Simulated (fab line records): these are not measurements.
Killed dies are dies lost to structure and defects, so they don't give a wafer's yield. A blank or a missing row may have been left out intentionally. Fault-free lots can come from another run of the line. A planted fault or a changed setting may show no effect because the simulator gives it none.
Which tool is to blame?	flow nandHarc	at 1 step of a route of 1159, 23 lots with 69 wafers sampled

WHAT THE GAUGES SHOWED, per wafer
NHARC_A_CHANNEL_HOLE_D1_INSPECT_12. Usual: 5.7 for rawDefectCount, sd 2.8.
lot	measured	on	rawDefectCount	flag
L075	day 8 01:34	defectInspect-01	8 4 3	
L074	day 8 03:10	defectInspect-02	3 10 7	
L076	day 8 23:20	defectInspect-02	4 7 4	
L078	day 9 14:20	defectInspect-02	8 5 3	
L079	day 9 14:29	defectInspect-02	6 4 9	
L080	day 9 19:47	defectInspect-01	3 9 5	
L082	day 10 05:27	defectInspect-01	5 4 8	
L081	day 10 06:40	defectInspect-01	3 7 6	
L083	day 10 12:01	defectInspect-02	2 1 6	
L084	day 10 13:07	defectInspect-02	10 6 6	
L085	day 11 13:46	defectInspect-02	3 5 6	
L087	day 11 14:42	defectInspect-01	4 7 7	
L086	day 11 15:02	defectInspect-02	5 4 6	
L088	day 11 20:02	defectInspect-02	6 4 8	
L089	day 12 02:10	defectInspect-01	0 6 10	
L091	day 12 10:34	defectInspect-01	7 6 7	
L090	day 12 10:51	defectInspect-01	6 2 11	
L092	day 12 18:49	defectInspect-02	2 3 6	
L093	day 12 19:05	defectInspect-01	4 5 9	
L095	day 13 08:51	defectInspect-01	9 12 5	
L094	day 13 10:11	defectInspect-02	13 12 8	
L096	day 13 12:04	defectInspect-01	6 7 7	
L097	day 14 01:17	defectInspect-01	6 4 3	

WHAT TOOL EACH LOT RAN ON (gives the tool, then ch and the chambers of the sampled wafers, and finally the start)
Before these readings, the record contains no process step.

AS READ BY THE TOOLS THEMSELVES (means over the sampled wafers that have a number; for cases with no such wafer, the mark the record gives instead)
The record holds no such reading with a usual standard deviation.

THE ANSWER, worked out from the rows above alone
Rule: a lot is off if the mean of its wafers that have a number lies more than 3 standard deviations from the usual mean. Also off: a lot with no number at a reading for which 4 or more lots have one. Where the step has rows for the other lots, those lots are counted as sound. Order of review: gauges by route order, followed by the tools' own readings, for which a lot's mean as printed above is used. The first step at which some lot is off is used, and at that step the reading that is off furthest; a lot without a number counts as furthest.
Nothing can be told from this: no lot is off at any reading shown.

WHAT WAS PUT IN BY THE SIMULATOR
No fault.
